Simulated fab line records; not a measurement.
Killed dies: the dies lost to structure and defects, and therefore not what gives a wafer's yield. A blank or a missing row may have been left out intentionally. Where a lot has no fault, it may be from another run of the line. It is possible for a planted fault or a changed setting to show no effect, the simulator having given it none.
fab line records    flow n5_finfet
record lots=4  wafers=12  last_day=17
route steps=1938 shown SD_EPI_N@276 SD_EPI_P@295 SD_ACTIVATION@332 BEOL_M4@1111 PASSIVATION@1936
lots untouched by any fault: they come from a run of this same line in which no faults occurred
start_h: the number of hours between the record's first day and the start of the first shown wafer of the lot    wait_h: hours from the lot's prior step to this one    " as in the row above    L1.1+2: a row that stands for several wafers    - no value, or no start was given    * or withheld: withheld    < > ~ a bound
route shown NAME@n: NAME is a module with steps in the file, n the number in the route of the first one    usual: mean/standard deviation taken from wafers without a fault    same: alike in all rows    chamber/n: place in a boat    sites: each site's reading    _std_site: their standard deviation    _edge_site: outer sites' mean less inner sites'    radius_mm: for every site, how far away it sits from the centre of the wafer    mask NAME#n: copy n    behind: the last tool/chamber to shape the wafer    hold: the reason the lot was held/the length of the hold in hours/how it ended    device: the n, p or np transistor that did not switch    end of line: the tests these same wafers got at the end of their route    a step with no rows: only its recipe    killed: count of dies lost to structure and defects at first sort (not the wafer's yield)    map: per-die view of a wafer (x killed, . not killed, _ where there is no die)
set.NAME: the setting that was run; set.NAME@STEP: the one run at that earlier step    model.NAME: the simulator's own value behind a step, which no gauge read
lots at some steps of the route; a table a step, a row a wafer
## steps
# step N5_SD_EPI_N_STRIP_36
# recipe chemistry=N2/H2  temp_c=40  n2_flow_sccm=200  h2_flow_sccm=200  rf_frequency_hz=6e+07
# step N5_SD_EPI_N_ETCHBACK_44
# recipe chemistry=CH3F/O2  mode=anisotropic_etchback  target=SiNx  target_depth_a=145  stop_on=SiO2  over_etch_frac=0.3  ion_energy_ev=120  pressure_mtorr=30  source_w=395  bias_w=73  Ar_flow_sccm=150  CH3F_flow_sccm=30  O2_flow_sccm=20
# step N5_SD_EPI_N_ETCH_45
# recipe chemistry=CH3F/O2  target=SiOCN  target_depth_a=60  mask_material=SOC  ion_energy_ev=60  bias_w=29  pressure_mtorr=15  source_w=410  Ar_flow_sccm=150  CH3F_flow_sccm=30  O2_flow_sccm=20
# step N5_SD_EPI_N_ETCH_16
# recipe chemistry=CHF3/O2  target=SiO2  target_depth_a=50  mask_material=SOC  pressure_mtorr=30  source_w=650  bias_w=170  Ar_flow_sccm=200  CHF3_flow_sccm=50  O2_flow_sccm=5  ion_energy_ev=200
# step N5_SD_EPI_N_STRIP_47
# recipe chemistry=CHF3/O2  resist=SiARC  rf_frequency_hz=6e+07
# step N5_SD_EPI_N_SD_RECESS_17
# recipe chemistry=HBr/Cl2/O2  target_depth_a=410  mask_material=SOC  time_s=23.7  bt_time_s=3  pressure_mtorr=10  icp_w=800  bias_w=112  HBr_flow_sccm=150  Cl2_flow_sccm=80  O2_flow_sccm=12
# step N5_SD_EPI_N_STRIP_38
# recipe chemistry=N2/H2  power_w=1000  temp_c=250  h2_frac=0.65  overash_fraction=0.3  pressure_mtorr=withheld  n2_flow_sccm=1750  h2_flow_sccm=3250
# step N5_SD_EPI_N_WET_ETCH_43
# recipe chemistry=dHF  dilution=withheld  time_s=14  target=SiO2  target_depth_a=15  temp_c=25
# step N5_SD_EPI_N_STRIP_18
# recipe chemistry=SPM  time_s=750  temp_c=130  h2so4_h2o2_vol_ratio=4
# step N5_SD_EPI_N_SRD_20
# recipe dry=ipa_marangoni  do_ppb=5  time_s=30  temp_c=23  rinse_liquid=diw
# step N5_SD_EPI_N_PRECLEAN_48
# recipe chemistry=NF3:NH3  afs_cycles=2  temp_c=30  time_s=20  sublimation_temp_c=180  sublimation_time_s=60  pressure_torr=3  rf_power_w=30
# step N5_SD_EPI_N_VAPOR_ETCH_50
# recipe chemistry=HCl  target=Si  temp_c=775  time_s=54  pressure_torr=20  mode=isotropic
# step N5_SD_EPI_N_EPI_21
# recipe material=Si:P  dopant=P  temp_c=680  pressure_torr=255  time_s=690
# usual susceptor_temp_C_max=681.9/0.52
lot.wafer  tool          chamber  start_h  wait_h  susceptor_temp_C_max
L327.2     epi_rpcvd-03  0        63.72    0.5     681.5
L327.3     "             0        "        "       681.3
L327.5     "             0        "        "       681.5
L336.2     epi_rpcvd-03  0        116.34   0.4     681.0
L336.3     "             0        "        "       681.4
L336.6     "             0        "        "       681.4
L337.3     epi_rpcvd-03  0        129.26   0.7     681.3
L337.4     "             0        "        "       681.7
L337.6     "             0        "        "       682.1
L347.1     epi_rpcvd-02  0        183.14   0.4     681.5
L347.5     "             0        185.80   2.7     681.6
L347.6     "             0        "        "       681.6
# step N5_SD_EPI_N_PRECLEAN_24
# recipe chemistry=O3/DIW  time_s=60  temp_c=22  o3_ppm=10
# step N5_SD_EPI_N_SRD_25
# recipe time_s=30  temp_c=23  rinse_liquid=diw  dry=ipa_marangoni
# step N5_SD_EPI_N_PRECLEAN_49
# recipe chemistry=NF3:NH3  afs_cycles=1  temp_c=30  time_s=20  sublimation_temp_c=180  sublimation_time_s=60  pressure_torr=3  rf_power_w=30
# step N5_SD_EPI_N_LINER_46
# recipe material=SiNx  target_thk_a=30  temp_c=400  ald_precursor_family=SiH2I2  ald_co_reactant=N2/H2-plasma  pressure_torr=2
# step N5_SD_EPI_P_COAT_34
# recipe resist=SOC  temp_c=250  time_s=60  spin_rpm=1500  resist_thk_nm=350
# step N5_SD_EPI_P_COAT_35
# recipe resist=SiARC  temp_c=220  time_s=60  spin_rpm=1500  resist_thk_nm=35
# step N5_SD_EPI_P_COAT_03
# recipe resist=CAR-ArF-block  spin_rpm=1500  resist_thk_nm=150
# step N5_SD_EPI_P_EBR_05
# recipe solvent=PGMEA  ebr_width_mm=1.5
# step N5_SD_EPI_P_SOFTBAKE_04
# recipe temp_c=110  time_s=60  resist=CAR-ArF-block
# step N5_SD_EPI_P_EXPOSE_06
# recipe mask_id=SD_P_BLK  na=1.35  source_shape=conventional  sigma_outer=0.8  polarization=unpolarized  target_cd_nm=240  dose_mj=39.5
# step N5_SD_EPI_P_PEB_07
# recipe peb_temp_c=110  peb_time_s=60  resist=CAR-ArF-block
# step N5_SD_EPI_P_DEVELOP_08
# recipe develop_time_s=30  developer=TMAH  resist=CAR-ArF-block  dev_temp_c=23  rinse_liquid=diw  dry=air_spin
# step N5_SD_EPI_P_DESCUM_14
# recipe chemistry=O2  time_s=7.9  source_power_w=50  bias_power_w=20  pressure_mtorr=20  rf_frequency_hz=2.712e+07  temp_c=40  resist=CAR-ArF-block  o2_flow_sccm=225
# step N5_SD_EPI_P_ETCH_36
# recipe chemistry=CF4  target=SiARC  target_depth_a=455  mask_material=CAR-ArF-block  time_s=75.8  ion_energy_ev=80  pressure_mtorr=40  source_w=545  bias_w=36  Ar_flow_sccm=100  cf4_flow_sccm=100  ends=cleared
# step N5_SD_EPI_P_ETCH_37
# recipe chemistry=N2/H2  target=SOC  overetch_a=1080  mask_material=SiARC  temp_c=40  ion_energy_ev=100  source_w=3000  bias_w=133  pressure_mtorr=20  time_s=486  n2_flow_sccm=200  h2_flow_sccm=200  ends=end_point
# step N5_SD_EPI_P_STRIP_38
# recipe chemistry=N2/H2  temp_c=40  n2_flow_sccm=200  h2_flow_sccm=200  rf_frequency_hz=6e+07
# step N5_SD_EPI_P_ETCHBACK_46
# recipe chemistry=CH3F/O2  mode=anisotropic_etchback  target=SiNx  target_depth_a=175  stop_on=SiO2  over_etch_frac=0.3  ion_energy_ev=120  pressure_mtorr=30  source_w=395  bias_w=73  Ar_flow_sccm=150  CH3F_flow_sccm=30  O2_flow_sccm=20
# step N5_SD_EPI_P_ETCH_47
# recipe chemistry=CH3F/O2  target=SiOCN  target_depth_a=250  mask_material=SOC  ion_energy_ev=60  bias_w=29  pressure_mtorr=30  source_w=410  Ar_flow_sccm=150  CH3F_flow_sccm=30  O2_flow_sccm=20
# step N5_SD_EPI_P_ETCH_16
# recipe chemistry=CHF3/O2  target=SiO2  target_depth_a=50  mask_material=SOC  pressure_mtorr=30  source_w=650  bias_w=170  Ar_flow_sccm=200  CHF3_flow_sccm=50  O2_flow_sccm=5  ion_energy_ev=200
# step N5_SD_EPI_P_STRIP_50
# recipe chemistry=CHF3/O2  resist=SiARC  rf_frequency_hz=6e+07
# step N5_SD_EPI_P_SD_RECESS_17
# recipe chemistry=HBr/Cl2/O2  target_depth_a=391  bt_time_s=3  pressure_mtorr=10  icp_w=800  bias_w=112  HBr_flow_sccm=150  Cl2_flow_sccm=80  O2_flow_sccm=12
# step N5_SD_EPI_P_WET_ETCH_45
# recipe chemistry=dHF  dilution=withheld  time_s=10.7  target=SiO2  target_depth_a=20  temp_c=25  dry=ipa_marangoni  rinse_time_s=30  rinse_temp_c=23
# step N5_SD_EPI_P_STRIP_40
# recipe chemistry=N2/H2  power_w=1000  temp_c=250  h2_frac=0.65  overash_fraction=0.3  pressure_mtorr=withheld  n2_flow_sccm=1750  h2_flow_sccm=3250
# step N5_SD_EPI_P_PRECLEAN_52
# recipe chemistry=O3/DIW  time_s=60  temp_c=22  o3_ppm=10
# step N5_SD_ACTIVATION_RS_MEAS_03
# recipe thk_meas_gauge=four-point-probe
# usual RS_SD_N=21.88/0.26  RS_SD_P=55.9/0.83
lot.wafer  tool           chamber  start_h  wait_h  RS_SD_N[ohm/sq]  RS_SD_P[ohm/sq]
L327.2     film_metro-01  -        72.68    0.2     22.12            56.4
L327.3     "              -        "        "       21.91            56.7
L327.5     "              -        "        "       21.79            57.1
L336.2     film_metro-01  -        123.17   0.2     41.47            54.9
L336.3     "              -        "        "       41.40            54.6
L336.6     "              -        "        "       41.50            54.5
L337.3     film_metro-02  -        137.00   0.2     41.09            56.0
L337.4     "              -        "        "       40.63            55.0
L337.6     "              -        "        "       40.69            55.2
L347.1     film_metro-01  -        192.63   0.2     22.07            53.7
L347.5     "              -        "        "       22.28            54.2
L347.6     "              -        "        "       22.20            53.2
# step N5_BEOL_M4_RC_MEAS_101
# usual DIBL_N=36.0/1.7  DIBL_P=36.0/2  IOFF_N=0.156/0.028  IOFF_N_85C=3.1/0.45  IOFF_N_LIN=0.072/0.01  IOFF_P=0.21/0.04  ION_N=673/12  ION_P=463/8.3  RC_DENSE_N=19.1/0.46  RC_N=15.5/0.37  REXT_N=75.7/1.7  RS_SD_N=28.4/0.35  SS_N=71.4/0.6  SS_P=73.3/0.66  VT_N=250/3  VT_N_LVT=98.9/2.9  VT_P=-250/3.8
lot.wafer  tool       chamber  start_h  wait_h  DIBL_N[mV/V]  DIBL_P[mV/V]  IOFF_N[nA/um]  IOFF_N_85C[nA/um]  IOFF_N_LIN[nA/um]  IOFF_P[nA/um]  ION_N[uA/um]  ION_P[uA/um]  RC_DENSE_N[ohm.um]  RC_N[ohm.um]  REXT_N[ohm.um]  RS_SD_N[ohm/sq]  SS_N[mV/dec]  SS_P[mV/dec]  VT_N[mV]  VT_N_LVT[mV]  VT_P[mV]
L327.2     prober-02  0        169.46   0.2     32.8          32.6          0.114          2.4                0.056              0.14           664           451           19.2                15.6          79.5            28.9             71.0          71.6          255       102.0         -259
L327.3     "          0        "        "       34.9          35.6          0.151          3.0                0.071              0.18           692           466           19.1                15.7          79.3            28.4             71.0          73.7          250       97.6          -253
L327.5     "          0        "        "       33.6          35.5          0.134          2.7                0.065              0.17           675           458           18.3                14.8          79.1            28.4             70.9          73.3          252       98.5          -254
L336.2     prober-01  0        236.28   0.2     27.5          33.1          0.059          1.3                0.034              0.19           569           462           38.3                31.4          135.8           52.1             70.1          73.4          268       113.2         -250
L336.3     "          0        "        "       30.6          37.6          0.082          1.7                0.044              0.27           583           476           37.2                30.5          135.5           52.5             71.4          74.1          263       108.6         -246
L336.6     "          0        "        "       29.8          36.5          0.079          1.7                0.044              0.26           589           485           37.0                30.3          135.0           51.9             70.0          73.8          260       108.0         -246
L337.3     prober-02  0        239.08   0.3     27.3          34.7          0.061          1.4                0.035              0.23           577           474           36.4                29.6          131.7           52.3             69.5          73.0          265       115.8         -246
L337.4     "          0        "        "       27.9          35.9          0.072          1.6                0.040              0.25           582           480           36.3                30.0          130.3           51.2             70.3          73.5          261       110.8         -245
L337.6     "          0        "        "       29.1          37.3          0.075          1.7                0.041              0.29           566           469           36.9                30.5          131.5           51.9             70.1          73.5          262       113.3         -244
L347.1     prober-01  0        298.51   0.0     33.8          32.2          0.107          2.2                0.051              0.14           638           443           18.7                15.1          77.7            28.6             71.5          72.4          257       104.8         -259
L347.5     "          0        "        "       33.1          31.8          0.107          2.2                0.052              0.13           661           452           19.0                15.4          77.7            28.6             71.0          71.8          255       101.8         -258
L347.6     "          0        "        "       36.6          36.4          0.147          2.9                0.067              0.18           663           455           18.8                15.5          76.6            28.6             71.3          73.4          253       100.1         -255
# step N5_PASSIVATION_PROBE_49
# usual defect_limited_yield=91.6/1.6  killed_at_M0_to_M3=31/10  killed_at_M4_up=14/6.3  killed_at_contacts=12/6.1  killed_at_front_end=39/12  killed_at_other=3.7/2.8  killed_dies=100/19  killed_open=66/14  killed_short=33/8.1  sort_bin_5_function=5.0/1.1  sort_bin_6_memory=3.2/0.66  sort_bin_8_speed=0.01/0.077  sort_n_pass=1080/18  sort_yield_pct=91.6/1.6
# same gross_dies=1180  killed_at_back_side=0  sort_bin_4_leakage[%]=0
lot.wafer  tool       chamber  start_h  wait_h  defect_limited_yield[%]  killed_at_M0_to_M3  killed_at_M4_up  killed_at_contacts  killed_at_front_end  killed_at_other  killed_dies  killed_open  killed_short  sort_bin_5_function[%]  sort_bin_6_memory[%]  sort_bin_8_speed[%]  sort_n_pass  sort_yield_pct[%]
L337.3     prober-02  -        339.11   0.1     91.1                     36                  12               11                  41                   5                105          64           41            5.9                     2.6                   91.10                0            0
L337.4     prober-02  -        339.16   0.2     91.8                     33                  8                12                  40                   4                97           53           44            4.1                     3.6                   91.78                0            0
L337.6     prober-02  -        339.26   0.3     92.1                     27                  18               3                   42                   3                93           57           36            3.7                     3.8                   92.12                0            0
L336.2     prober-01  -        339.29   0.1     92.0                     34                  16               14                  20                   10               94           62           31            4.2                     3.6                   92.03                0            0
L336.3     prober-01  -        339.34   0.1     90.8                     32                  19               8                   38                   12               109          67           36            5.3                     3.3                   90.76                0            0
L336.6     prober-01  -        339.49   0.3     92.5                     18                  20               9                   38                   3                88           53           35            3.8                     3.3                   92.54                0            0
# killed by level:class
L337.3 GATE_CUT:geometric_particle:short=10 FIN_SAQP:geometric_particle:short=9 BEOL_M0_SAQP:geometric_particle:short=8 MOL_CONTACT_COAG:geometric_particle:open=8 BEOL_M2:geometric_particle:open=7 BEOL_M1:geometric_particle:open=6 BEOL_M3:geometric_particle:open=5 FIN_SAQP:geometric_particle:open=4
L337.4 MOL_CONTACT_COAG:geometric_particle:open=10 GATE_CUT:geometric_particle:short=9 BEOL_M0_SAQP:geometric_particle:short=8 FIN_SAQP:geometric_particle:short=7 FIN_SAQP:geometric_particle:open=5 BEOL_M0:geometric_particle:short=5 BEOL_M2:geometric_particle:open=5 STI_FIN_REVEAL:geometric_particle:open=4
L337.6 GATE_CUT:geometric_particle:short=11 BEOL_M2:geometric_particle:open=10 FIN_SAQP:geometric_particle:short=8 BEOL_M4:geometric_particle:open=7 GATE_CUT:geometric_particle:open=6 BEOL_M0_SAQP:geometric_particle:open=5 DUMMY_GATE:geometric_particle:open=4 BEOL_M1:geometric_particle:open=4
L336.2 BEOL_M2:geometric_particle:open=17 MOL_CONTACT_COAG:geometric_particle:open=11 BEOL_M4:geometric_particle:open=7 GATE_CUT:geometric_particle:short=5 FIN_SAQP:geometric_particle:short=3 MOL_CONTACT_COAG:geometric_particle:short=3 BEOL_M0_SAQP:geometric_particle:open=3 BEOL_M0:geometric_particle:open=3
L336.3 BEOL_M2:geometric_particle:open=10 BEOL_M4:geometric_particle:open=9 FIN_SAQP:geometric_particle:short=7 FIN_SAQP:geometric_particle:open=7 MOL_CONTACT_COAG:geometric_particle:open=7 DUMMY_GATE:geometric_particle:open=5 BEOL_M1:geometric_particle:open=5 HKMG_FIN:area_etch=5
L336.6 BEOL_M4:geometric_particle:open=10 FIN_SAQP:geometric_particle:short=9 FIN_SAQP:geometric_particle:open=7 STI_FIN_REVEAL:geometric_particle:open=6 MOL_CONTACT_COAG:geometric_particle:open=5 BEOL_M2:geometric_particle:open=5 GATE_CUT:geometric_particle:short=4 MOL_CONTACT_COAG:geometric_particle:short=4
# map L336.3 (x killed, . not)
_________________.........x..________________
______________.x....xx.......x.._____________
___________.x.................x....__________
__________.....x.x........x......x.._________
________............x..........xx.x..._______
_______................................______
______........x.......x..........x......_____
_____.........x...x................x..x..____
____x...........x.......................x.___
___................x...x...............x...__
___x.............x.........x...............__
__......................x....x.............._
__.....x.x....x............x......x.....x..._
_.x..........x..xx..........x...........x....
_.......x...x.x.....x.x........x.............
_.......................x.xx...x.............
_...............x........................x...
_.......x........x.................x.....x...
_...x..............x.......x....x.........x..
_...................x....x.x......xx.........
_.....x....................x.............x...
__.........................................._
__x.....x..................................x_
___x........x........x.....x.........x..x..__
___.....x...................x.............x__
____x....x.x.xx...........................___
_____.........................x..........____
______......................x..........._____
_______.......................xx.......______
________.......x........x............._______
__________..........x..........x...._________
___________........x..x......x.....__________
______________.x..x...x........._____________
_________________.xx...xx....________________
# map L337.3 (x killed, . not)
_________________...x..x..x..________________
______________.....x..x.x......._____________
___________..x...............x.....__________
__________.........................._________
________.............................._______
_______...x............................______
______..............xx...........x....x._____
_____.......x.....x................x.....____
____...x......x.x.....x............x......___
___.....................x...............x..__
___...x....x............x..............x...__
__....x.x...............x..x...........x..x._
__...........x...x.x..x.x.....x............._
_............................................
_...x...x............x..x........x..........x
_x.............x...........xx..x.............
_x..x............x......x..................x.
_....................................x.......
_...x................x.......x...............
_......x..................x..................
_......................x.....................
__..x.........x............................._
__......x.......................x.....x.x..._
___x..x...........................x........__
___........................................__
____.....x...........x.x........x.x.......___
_____xx...................x..x.x.........____
______.xx.........x....x.........x......_____
_______..x...........x.x.x.............______
________....x.....x...xx.......x......_______
__________..x.................x...xx_________
___________........................__________
______________.xx.......xxx...x._____________
_________________............________________
## key
first_sign step=N5_SD_ACTIVATION_RS_MEAS_03  reading=RS_SD_N  direction=up  sigmas=73  usual=21.88  struck=41.13
effect step=N5_BEOL_M4_RC_MEAS_101  reading=RS_SD_N  direction=up  sigmas=67  usual=28.4  struck=52.0
effect step=N5_BEOL_M4_RC_MEAS_101  reading=RC_N  direction=up  sigmas=40  usual=15.5  struck=30.4
effect step=N5_BEOL_M4_RC_MEAS_101  reading=RC_DENSE_N  direction=up  sigmas=39  usual=19.1  struck=37.0
effect step=N5_BEOL_M4_RC_MEAS_101  reading=REXT_N  direction=up  sigmas=34  usual=75.7  struck=133.3
effect step=N5_BEOL_M4_RC_MEAS_101  reading=ION_N  direction=down  sigmas=8.1  usual=673  struck=578
effect step=N5_BEOL_M4_RC_MEAS_101  reading=VT_N_LVT  direction=up  sigmas=4.3  usual=98.9  struck=111.6
effect step=N5_BEOL_M4_RC_MEAS_101  reading=VT_N  direction=up  sigmas=4.3  usual=250  struck=263
effect step=N5_BEOL_M4_RC_MEAS_101  reading=DIBL_N  direction=down  sigmas=4.3  usual=36.0  struck=28.7
effect step=N5_BEOL_M4_RC_MEAS_101  reading=IOFF_N_85C  direction=down  sigmas=3.3  usual=3.1  struck=1.6
effect step=N5_BEOL_M4_RC_MEAS_101  reading=IOFF_N_LIN  direction=down  sigmas=3.1  usual=0.072  struck=0.040
effect step=N5_BEOL_M4_RC_MEAS_101  reading=IOFF_N  direction=down  sigmas=3  usual=0.156  struck=0.072
effect step=N5_BEOL_M4_RC_MEAS_101  reading=SS_N  direction=down  sigmas=2  usual=71.4  struck=70.2
effect step=N5_PASSIVATION_PROBE_49  reading=sort_bin_8_speed  direction=up  sigmas=99+  usual=0.01  struck=91.72
met_at N5_SD_EPI_N_EPI_21
struck_wafers L336.2,L336.3,L336.6,L337.3,L337.4,L337.6
onset_between 63.72 116.34
fault kind=process_parameter_drift  tool=epi_rpcvd-03  chamber=-  onset_h=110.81  steps=N5_SD_EPI_N_EPI_21  channel=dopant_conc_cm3  offset=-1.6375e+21  shape=step  end_h=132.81  acts_in=these_recipes_only  stated=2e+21
